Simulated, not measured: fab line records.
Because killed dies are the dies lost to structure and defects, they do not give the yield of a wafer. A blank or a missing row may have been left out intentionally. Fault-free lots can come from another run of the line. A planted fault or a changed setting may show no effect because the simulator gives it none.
Which tool was responsible? | flow n5_finfet | 60 wafers from 20 lots sampled at 6 of the route's 1938 steps

## WHAT THE GAUGES READ, wafer by wafer
No reading from a measuring or inspecting step in the record can be judged against a usual standard deviation.

## WHAT TOOL EACH LOT RAN ON (gives the tool, then ch and the chambers of the sampled wafers, and finally the start)
lot  | N5_DUMMY_REMOVAL_HM_STRIP_01      | N5_HKMG_FIN_CVD_62                      | N5_HKMG_FIN_ETCH_31               | N5_HKMG_FIN_STRIP_19                | N5_GATE_CUT_ETCHBACK_00           | N5_GATE_CUT_ETCH_58
L074 | rie_diel-01 ch 0,2,3, day 4 03:30 | thermal_cvd_si-01 ch 1,2, day 4 06:56   | rie_diel-05 ch 0,2,3, day 4 09:06 | plasma_asher-01 ch 0,1, day 4 09:40 | rie_metal-02 ch 0,1, day 4 13:29  | rie_diel-02 ch 0,2,3, day 4 13:46
L075 | rie_diel-01 ch 0,2,3, day 4 05:21 | thermal_cvd_si-02 ch 0,1, day 4 08:53   | rie_diel-04 ch 0,2, day 4 10:37   | plasma_asher-02 ch 0,1, day 4 11:11 | rie_metal-01 ch 0, day 4 15:13    | rie_diel-01 ch 1,2, day 4 15:47
L076 | rie_diel-02 ch 0,1, day 4 11:35   | thermal_cvd_si-01 ch 0,1, day 4 15:03   | rie_diel-06 ch 1,3, day 4 16:44   | plasma_asher-02 ch 0,1, day 4 17:25 | rie_metal-02 ch 0,1, day 4 21:28  | rie_diel-01 ch 0,1, day 4 21:43
L079 | rie_diel-02 ch 0,2,3, day 5 05:33 | thermal_cvd_si-02 ch 1,2, day 5 08:54   | rie_diel-04 ch 0,2, day 5 10:45   | plasma_asher-02 ch 1, day 5 11:19   | rie_metal-01 ch 0,1, day 5 15:14  | rie_diel-01 ch 0,3, day 5 15:31
L080 | rie_diel-01 ch 1,2,3, day 5 10:32 | thermal_cvd_si-01 ch 0,1, day 5 14:10   | rie_diel-06 ch 1,2,3, day 5 15:57 | plasma_asher-02 ch 0,1, day 5 16:38 | rie_metal-03 ch 0,1, day 5 20:23  | rie_diel-02 ch 0,1, day 5 20:38
L081 | rie_diel-02 ch 1,2,3, day 5 18:05 | thermal_cvd_si-02 ch 0,2, day 5 21:39   | rie_diel-05 ch 1,3, day 5 23:26   | plasma_asher-01 ch 0,1, day 6 00:07 | rie_metal-02 ch 0,1, day 6 03:57  | rie_diel-03 ch 0,2,3, day 6 04:12
L082 | rie_diel-03 ch 0,1,2, day 5 21:59 | thermal_cvd_si-01 ch 0,2, day 6 01:14   | rie_diel-06 ch 1,2,3, day 6 03:31 | plasma_asher-02 ch 0,1, day 6 04:07 | rie_metal-02 ch 1, day 6 07:58    | rie_diel-01 ch 2,3, day 6 08:28
L083 | rie_diel-03 ch 1,3, day 6 04:24   | thermal_cvd_si-02 ch 1,2, day 6 08:07   | rie_diel-05 ch 1,2,3, day 6 09:51 | plasma_asher-02 ch 0, day 6 10:28   | rie_metal-01 ch 0,1, day 6 14:33  | rie_diel-03 ch 0,3, day 6 14:56
L084 | rie_diel-01 ch 0,3, day 6 11:22   | thermal_cvd_si-01 ch 0,2, day 6 14:58   | rie_diel-04 ch 0,1,3, day 6 16:34 | plasma_asher-02 ch 0,1, day 6 17:08 | rie_metal-01 ch 0,1, day 6 21:14  | rie_diel-03 ch 0,1,2, day 6 21:46
L085 | rie_diel-01 ch 0,1, day 6 15:44   | thermal_cvd_si-02 ch 2, day 6 19:12     | rie_diel-06 ch 1,2,3, day 6 20:58 | plasma_asher-01 ch 0,1, day 6 21:40 | rie_metal-01 ch 0,1, day 7 01:34  | rie_diel-03 ch 0,2,3, day 7 01:49
L087 | rie_diel-02 ch 0,2,3, day 7 05:23 | thermal_cvd_si-02 ch 1,2, day 7 08:40   | rie_diel-06 ch 1,2,3, day 7 10:16 | plasma_asher-01 ch 0,1, day 7 10:49 | rie_metal-01 ch 0,1, day 7 14:38  | rie_diel-03 ch 1,2,3, day 7 14:56
L088 | rie_diel-01 ch 0,3, day 7 13:41   | thermal_cvd_si-01 ch 0,1,2, day 7 17:00 | rie_diel-06 ch 1,2, day 7 18:59   | plasma_asher-01 ch 0,1, day 7 19:33 | rie_metal-03 ch 0,1, day 7 23:40  | rie_diel-02 ch 1,2, day 8 00:00
L090 | rie_diel-02 ch 1,2, day 7 21:04   | thermal_cvd_si-01 ch 0,1, day 8 00:23   | rie_diel-06 ch 1,2,3, day 8 02:10 | plasma_asher-02 ch 0,1, day 8 02:43 | rie_metal-03 ch 0,1, day 8 06:32  | rie_diel-02 ch 0,1,3, day 8 06:49
L091 | rie_diel-03 ch 0,1,3, day 8 04:11 | thermal_cvd_si-02 ch 0,1,2, day 8 07:35 | rie_diel-06 ch 0,1,2, day 8 09:17 | plasma_asher-02 ch 0,1, day 8 09:50 | rie_metal-01 ch 0,1, day 8 13:40  | rie_diel-03 ch 1,2,3, day 8 13:58
L092 | rie_diel-01 ch 0,2,3, day 8 14:04 | thermal_cvd_si-01 ch 1,2, day 8 17:25   | rie_diel-05 ch 1,3, day 8 19:17   | plasma_asher-01 ch 0,1, day 8 19:50 | rie_metal-03 ch 0,1, day 8 23:47  | rie_diel-01 ch 0,1,2, day 9 00:04
L093 | rie_diel-01 ch 0,1,2, day 8 20:11 | thermal_cvd_si-02 ch 1,2, day 8 23:23   | rie_diel-06 ch 0,1, day 9 01:04   | plasma_asher-02 ch 0,1, day 9 01:37 | rie_metal-01 ch 0,1, day 9 05:35  | rie_diel-01 ch 1,2,3, day 9 05:56
L094 | rie_diel-03 ch 0,2,3, day 9 00:44 | thermal_cvd_si-01 ch 0,1,2, day 9 04:04 | rie_diel-04 ch 1,2,3, day 9 05:49 | plasma_asher-02 ch 0,1, day 9 06:23 | rie_metal-03 ch 0,1, day 9 10:12  | rie_diel-02 ch 1,2,3, day 9 10:29
L095 | rie_diel-03 ch 1,3, day 9 03:35   | thermal_cvd_si-02 ch 0,2, day 9 06:54   | rie_diel-04 ch 1,2, day 9 08:41   | plasma_asher-01 ch 1, day 9 09:15   | rie_metal-02 ch 0,1, day 9 13:25  | rie_diel-02 ch 2,3, day 9 13:43
L096 | rie_diel-01 ch 0,1,3, day 9 15:34 | thermal_cvd_si-01 ch 0,2, day 9 18:56   | rie_diel-05 ch 0,1,2, day 9 20:34 | plasma_asher-01 ch 1, day 9 21:07   | rie_metal-03 ch 0,1, day 10 01:04 | rie_diel-02 ch 0,2, day 10 01:22
L097 | rie_diel-02 ch 1,2,3, day 9 15:49 | thermal_cvd_si-02 ch 0,2, day 9 19:03   | rie_diel-04 ch 1,2,3, day 9 20:49 | plasma_asher-02 ch 0,1, day 9 21:29 | rie_metal-02 ch 0,1, day 10 01:14 | rie_diel-02 ch 0,3, day 10 01:31
- N5_DUMMY_REMOVAL_HM_STRIP_01: strips SiNx in CH3F/O2, stops on poly-Si, target depth 4 nm, time 6.8 s.
- N5_HKMG_FIN_CVD_62: deposits a-Si from Si2H6, target thk 3 nm, time 20.8 s.
- N5_HKMG_FIN_ETCH_31: etches SiARC in CF4, target depth 45.5 nm, time 75.8 s.
- N5_HKMG_FIN_STRIP_19: strips in N2/H2, time 360 s.
- N5_GATE_CUT_ETCHBACK_00: etches W in SF6/Cl2.
- N5_GATE_CUT_ETCH_58: etches SiNx in CH3F/O2, target depth 17 nm, time 128.6 s.

## WHAT THE TOOLS THEMSELVES READ (means of the sampled wafers that have a number; where no wafer has one, the mark that the record gives instead)
N5_DUMMY_REMOVAL_HM_STRIP_01. Usual: chamber_pressure_mTorr 30.001 mTorr, standard deviation 0.027; drypump_motor_current_A 5.6 A, standard deviation 0.48; oes_product_au 0.67 a.u., standard deviation 0.068; rf_vpp_V 127.7 V, standard deviation 1; showerhead_plenum_p_Torr 2.03 Torr, standard deviation 0.063; throttle_valve_pct 16.26 %, standard deviation 0.26.
lot  | tool        | chamber_pressure_mTorr (mTorr) | drypump_motor_current_A (A) | oes_product_au (a.u.) | rf_vpp_V (V) | showerhead_plenum_p_Torr (Torr) | throttle_valve_pct (%) | flag
L074 | rie_diel-01 | 30.003                         | 5.4                         | 0.73                  | 128.0        | 2.05                            | 16.15                  |
L075 | rie_diel-01 | 29.997                         | 5.4                         | 0.73                  | 128.3        | 2.05                            | 16.15                  |
L076 | rie_diel-02 | 30.007                         | 5.9                         | 0.60                  | 127.8        | 2.02                            | 16.48                  |
L079 | rie_diel-02 | 29.999                         | 5.4                         | 0.63                  | 127.5        | 2.03                            | 16.24                  |
L080 | rie_diel-01 | 30.002                         | 5.4                         | 0.70                  | 127.3        | 2.00                            | 16.12                  |
L081 | rie_diel-02 | 30.008                         | 5.3                         | 0.60                  | 127.7        | 2.00                            | 16.53                  |
L082 | rie_diel-03 | 29.995                         | 6.2                         | 0.72                  | 128.2        | 2.06                            | 16.06                  |
L083 | rie_diel-03 | 29.996                         | 6.0                         | 0.72                  | 128.1        | 2.06                            | 16.21                  |
L084 | rie_diel-01 | 29.991                         | 5.6                         | 0.72                  | 127.6        | 2.08                            | 16.25                  |
L085 | rie_diel-01 | 29.992                         | 5.7                         | 0.66                  | 127.4        | 2.05                            | 16.27                  |
L087 | rie_diel-02 | 29.992                         | 5.4                         | 0.62                  | 128.0        | 2.03                            | 16.27                  |
L088 | rie_diel-01 | 30.007                         | 5.7                         | 0.70                  | 128.4        | 2.10                            | 16.32                  |
L090 | rie_diel-02 | 30.005                         | 5.6                         | 0.59                  | 126.8        | 1.96                            | 16.66                  |
L091 | rie_diel-03 | 30.014                         | 6.0                         | 0.70                  | 128.3        | 2.02                            | 16.12                  |
L092 | rie_diel-01 | 30.013                         | 5.4                         | 0.69                  | 128.4        | 2.03                            | 16.21                  |
L093 | rie_diel-01 | 30.010                         | 5.4                         | 0.66                  | 127.6        | 2.02                            | 16.23                  |
L094 | rie_diel-03 | 30.006                         | 5.9                         | 0.73                  | 128.7        | 2.04                            | 16.02                  |
L095 | rie_diel-03 | 29.988                         | 6.0                         | 0.68                  | 128.3        | 2.05                            | 16.24                  |
L096 | rie_diel-01 | 29.995                         | 5.7                         | 0.67                  | 127.6        | 2.06                            | 16.30                  |
L097 | rie_diel-02 | 30.012                         | 5.3                         | 0.59                  | 127.0        | 1.99                            | 16.59                  |

N5_HKMG_FIN_CVD_62. Usual: heater_power_outer_w 926 W, standard deviation 97; heater_power_w 1408 W, standard deviation 170; susceptor_temp_C 500.01 C, standard deviation 0.25.
lot  | tool              | heater_power_outer_w (W) | heater_power_w (W) | susceptor_temp_C (C) | flag
L074 | thermal_cvd_si-01 | 991                      | 1518               | 500.06               |
L075 | thermal_cvd_si-02 | 848                      | 1302               | 500.11               |
L076 | thermal_cvd_si-01 | 1009                     | 1588               | 499.89               |
L079 | thermal_cvd_si-02 | 821                      | 1275               | 499.91               |
L080 | thermal_cvd_si-01 | 1065                     | 1611               | 500.21               |
L081 | thermal_cvd_si-02 | 852                      | 1252               | 499.99               |
L082 | thermal_cvd_si-01 | 984                      | 1532               | 499.88               |
L083 | thermal_cvd_si-02 | 831                      | 1236               | 500.02               |
L084 | thermal_cvd_si-01 | 982                      | 1481               | 499.90               |
L085 | thermal_cvd_si-02 | 837                      | 1156               | 499.70               |
L087 | thermal_cvd_si-02 | 827                      | 1293               | 499.90               |
L088 | thermal_cvd_si-01 | 1014                     | 1593               | 499.93               |
L090 | thermal_cvd_si-01 | 1028                     | 1605               | 499.75               |
L091 | thermal_cvd_si-02 | 844                      | 1283               | 499.93               |
L092 | thermal_cvd_si-01 | 1043                     | 1581               | 499.88               |
L093 | thermal_cvd_si-02 | 817                      | 1312               | 500.32               |
L094 | thermal_cvd_si-01 | 1030                     | 1530               | 499.89               |
L095 | thermal_cvd_si-02 | 845                      | 1214               | 500.09               |
L096 | thermal_cvd_si-01 | 989                      | 1537               | 500.09               |
L097 | thermal_cvd_si-02 | 852                      | 1238               | 500.06               |

N5_HKMG_FIN_ETCH_31. Usual: chamber_pressure_mTorr is 40.00 mTorr with standard deviation 0.038, drypump_motor_current_A is 5.9 A with standard deviation 0.41, etch_rf_on_time_s is 75.7 s with standard deviation 0.89, oes_product_au is 0.68 a.u. with standard deviation 0.076, rf_vpp_V is 184.2 V with standard deviation 1.2, showerhead_plenum_p_Torr is 2.15 Torr with standard deviation 0.078, and throttle_valve_pct is 15.46 % with standard deviation 0.22.
lot  | tool        | chamber_pressure_mTorr (mTorr) | drypump_motor_current_A (A) | etch_rf_on_time_s (s) | oes_product_au (a.u.) | rf_vpp_V (V) | showerhead_plenum_p_Torr (Torr) | throttle_valve_pct (%) | flag
L074 | rie_diel-05 | 40.00                          | 5.6                         | 76.6                  | 0.60                  | 184.7        | 2.11                            | 15.71                  |
L075 | rie_diel-04 | 39.98                          | 5.6                         | 75.0                  | 0.78                  | 183.9        | 2.18                            | 15.50                  |
L076 | rie_diel-06 | 39.99                          | 6.5                         | 76.8                  | 0.71                  | 184.4        | 2.19                            | 15.39                  |
L079 | rie_diel-04 | 40.01                          | 5.8                         | 75.4                  | 0.75                  | 183.9        | 2.18                            | 15.60                  |
L080 | rie_diel-06 | 40.01                          | 6.2                         | 75.4                  | 0.68                  | 183.2        | 2.12                            | 15.46                  |
L081 | rie_diel-05 | 40.01                          | 5.7                         | 76.2                  | 0.63                  | 184.0        | 2.20                            | 15.52                  |
L082 | rie_diel-06 | 40.00                          | 6.2                         | 75.3                  | 0.67                  | 182.9        | 2.12                            | 15.48                  |
L083 | rie_diel-05 | 40.01                          | 5.8                         | 75.8                  | 0.68                  | 184.7        | 2.18                            | 15.39                  |
L084 | rie_diel-04 | 39.97                          | 5.7                         | 75.6                  | 0.70                  | 185.1        | 2.18                            | 15.44                  |
L085 | rie_diel-06 | 40.02                          | 6.2                         | 76.3                  | 0.66                  | 183.2        | 2.12                            | 15.49                  |
L087 | rie_diel-06 | 39.99                          | 6.3                         | 76.4                  | 0.66                  | 184.6        | 2.12                            | 15.50                  |
L088 | rie_diel-06 | 40.00                          | 6.1                         | 76.3                  | 0.71                  | 184.2        | 2.19                            | 15.54                  |
L090 | rie_diel-06 | 40.05                          | 6.2                         | 75.5                  | 0.66                  | 183.7        | 2.12                            | 15.51                  |
L091 | rie_diel-06 | 40.01                          | 6.0                         | 75.8                  | 0.68                  | 184.3        | 2.15                            | 15.53                  |
L092 | rie_diel-05 | 40.01                          | 5.8                         | 76.4                  | 0.58                  | 184.2        | 2.15                            | 15.69                  |
L093 | rie_diel-06 | 39.99                          | 6.3                         | 76.0                  | 0.70                  | 185.8        | 2.22                            | 15.50                  |
L094 | rie_diel-04 | 40.01                          | 5.8                         | 75.2                  | 0.73                  | 184.7        | 2.18                            | 15.39                  |
L095 | rie_diel-04 | 39.99                          | 6.0                         | 74.5                  | 0.71                  | 184.5        | 2.17                            | 15.41                  |
L096 | rie_diel-05 | 39.98                          | 5.5                         | 76.1                  | 0.71                  | 185.1        | 2.23                            | 15.34                  |
L097 | rie_diel-04 | 40.01                          | 5.8                         | 75.4                  | 0.73                  | 184.8        | 2.17                            | 15.40                  |

N5_HKMG_FIN_STRIP_19. Usual: drypump_motor_current_A 5.9 A, standard deviation 0.45; heater_power_w 519 W, standard deviation 36.
lot  | tool            | drypump_motor_current_A (A) | heater_power_w (W) | flag
L074 | plasma_asher-01 | 5.9                         | 478                |
L075 | plasma_asher-02 | 5.7                         | 542                |
L076 | plasma_asher-02 | 6.0                         | 542                |
L079 | plasma_asher-02 | 6.2                         | 525                |
L080 | plasma_asher-02 | 6.0                         | 537                |
L081 | plasma_asher-01 | 6.2                         | 505                |
L082 | plasma_asher-02 | 5.9                         | 533                |
L083 | plasma_asher-02 | 5.5                         | 545                |
L084 | plasma_asher-02 | 5.7                         | 540                |
L085 | plasma_asher-01 | 6.2                         | 502                |
L087 | plasma_asher-01 | 5.8                         | 472                |
L088 | plasma_asher-01 | 5.9                         | 472                |
L090 | plasma_asher-02 | 6.0                         | 532                |
L091 | plasma_asher-02 | 5.9                         | 533                |
L092 | plasma_asher-01 | 5.9                         | 472                |
L093 | plasma_asher-02 | 6.0                         | 538                |
L094 | plasma_asher-02 | 5.7                         | 546                |
L095 | plasma_asher-01 | 5.5                         | 442                |
L096 | plasma_asher-01 | 5.5                         | 445                |
L097 | plasma_asher-02 | 5.7                         | 540                |

N5_GATE_CUT_ETCHBACK_00. Usual: chamber_pressure_mTorr 8.000 mTorr, standard deviation 0.0084; drypump_motor_current_A 5.9 A, standard deviation 0.44; oes_product_au 0.74 a.u., standard deviation 0.089; throttle_valve_pct 27.73 %, standard deviation 0.22.
lot  | tool         | chamber_pressure_mTorr (mTorr) | drypump_motor_current_A (A) | oes_product_au (a.u.) | throttle_valve_pct (%) | flag
L074 | rie_metal-02 | 8.007                          | 6.2                         | 0.68                  | 27.96                  |
L075 | rie_metal-01 | 8.004                          | 5.0                         | 0.74                  | 27.46                  |
L076 | rie_metal-02 | 7.996                          | 6.1                         | 0.68                  | 27.81                  |
L079 | rie_metal-01 | 8.006                          | 5.3                         | 0.73                  | 27.49                  |
L080 | rie_metal-03 | 8.012                          | 6.1                         | 0.74                  | 27.88                  |
L081 | rie_metal-02 | 7.996                          | 6.1                         | 0.68                  | 27.82                  |
L082 | rie_metal-02 | 7.998                          | 6.3                         | 0.67                  | 28.12                  |
L083 | rie_metal-01 | 8.000                          | 5.3                         | 0.72                  | 27.49                  |
L084 | rie_metal-01 | 7.998                          | 5.3                         | 0.73                  | 27.49                  |
L085 | rie_metal-01 | 8.000                          | 5.3                         | 0.73                  | 27.49                  |
L087 | rie_metal-01 | 8.002                          | 5.6                         | 0.71                  | 27.52                  |
L088 | rie_metal-03 | 7.992                          | 6.1                         | 0.89                  | 27.80                  |
L090 | rie_metal-03 | 7.997                          | 6.0                         | 0.89                  | 27.82                  |
L091 | rie_metal-01 | 8.000                          | 5.6                         | 0.71                  | 27.52                  |
L092 | rie_metal-03 | 8.005                          | 6.0                         | 0.88                  | 27.82                  |
L093 | rie_metal-01 | 8.006                          | 5.6                         | 0.71                  | 27.51                  |
L094 | rie_metal-03 | 7.992                          | 6.2                         | 0.83                  | 27.86                  |
L095 | rie_metal-02 | 8.002                          | 6.1                         | 0.66                  | 27.84                  |
L096 | rie_metal-03 | 7.996                          | 6.1                         | 0.83                  | 27.86                  |
L097 | rie_metal-02 | 8.012                          | 6.2                         | 0.66                  | 27.99                  |

N5_GATE_CUT_ETCH_58. Usual: chamber_pressure_mTorr 29.998 mTorr, standard deviation 0.025; drypump_motor_current_A 5.6 A, standard deviation 0.52; oes_product_au 0.83 a.u., standard deviation 0.093; rf_vpp_V 99.3 V, standard deviation 0.91; showerhead_plenum_p_Torr 2.03 Torr, standard deviation 0.062; throttle_valve_pct 16.22 %, standard deviation 0.26.
lot  | tool        | chamber_pressure_mTorr (mTorr) | drypump_motor_current_A (A) | oes_product_au (a.u.) | rf_vpp_V (V) | showerhead_plenum_p_Torr (Torr) | throttle_valve_pct (%) | flag
L074 | rie_diel-02 | 29.987                         | 5.3                         | 0.78                  | 99.8         | 2.03                            | 16.23                  |
L075 | rie_diel-01 | 29.999                         | 5.2                         | 0.85                  | 98.7         | 1.97                            | 16.03                  |
L076 | rie_diel-01 | 29.986                         | 5.7                         | 0.84                  | 99.3         | 2.06                            | 16.24                  |
L079 | rie_diel-01 | 29.988                         | 5.7                         | 0.89                  | 99.8         | 2.10                            | 16.28                  |
L080 | rie_diel-02 | 30.003                         | 5.9                         | 0.73                  | 99.0         | 2.01                            | 16.49                  |
L081 | rie_diel-03 | 30.015                         | 6.0                         | 0.96                  | 99.2         | 2.05                            | 15.98                  |
L082 | rie_diel-01 | 30.002                         | 5.1                         | 0.88                  | 98.5         | 1.98                            | 16.05                  |
L083 | rie_diel-03 | 30.012                         | 5.7                         | 0.96                  | 99.8         | 2.02                            | 15.99                  |
L084 | rie_diel-03 | 30.012                         | 6.2                         | 0.86                  | 100.0        | 2.06                            | 16.08                  |
L085 | rie_diel-03 | 29.986                         | 6.0                         | 0.94                  | 98.4         | 2.05                            | 15.99                  |
L087 | rie_diel-03 | 29.991                         | 6.2                         | 0.85                  | 100.1        | 2.07                            | 16.20                  |
L088 | rie_diel-02 | 30.004                         | 5.5                         | 0.73                  | 98.1         | 1.96                            | 16.64                  |
L090 | rie_diel-02 | 30.009                         | 5.6                         | 0.72                  | 99.1         | 2.03                            | 16.43                  |
L091 | rie_diel-03 | 29.993                         | 6.2                         | 0.84                  | 99.3         | 2.07                            | 16.22                  |
L092 | rie_diel-01 | 30.017                         | 5.4                         | 0.82                  | 99.3         | 2.02                            | 16.23                  |
L093 | rie_diel-01 | 30.009                         | 5.4                         | 0.83                  | 99.4         | 2.00                            | 16.16                  |
L094 | rie_diel-02 | 29.993                         | 5.2                         | 0.72                  | 98.5         | 1.99                            | 16.56                  |
L095 | rie_diel-02 | 30.003                         | 5.0                         | 0.72                  | 99.3         | 2.01                            | 16.47                  |
L096 | rie_diel-02 | 29.986                         | 5.4                         | 0.79                  | 99.6         | 1.98                            | 16.21                  |
L097 | rie_diel-02 | 30.032                         | 5.3                         | 0.71                  | 99.2         | 2.06                            | 16.36                  |

## THE ANSWER, worked out from the rows above alone
Rule: a lot counts as off when the mean over its wafers that have a number is more than 3 standard deviations away from the usual mean. Also off: a lot with no number at a reading for which 4 or more lots have one. Where the step has rows for the other lots, those lots are counted as sound. First the gauges in route order, then the tools' own readings, where a lot's mean is used as printed above. The first step at which some lot is off is used, and at that step the reading that is off furthest; a lot without a number counts as furthest.
No lot is off on any of the readings shown, so nothing can be concluded from this.

## WHAT THE SIMULATOR HAD PUT IN
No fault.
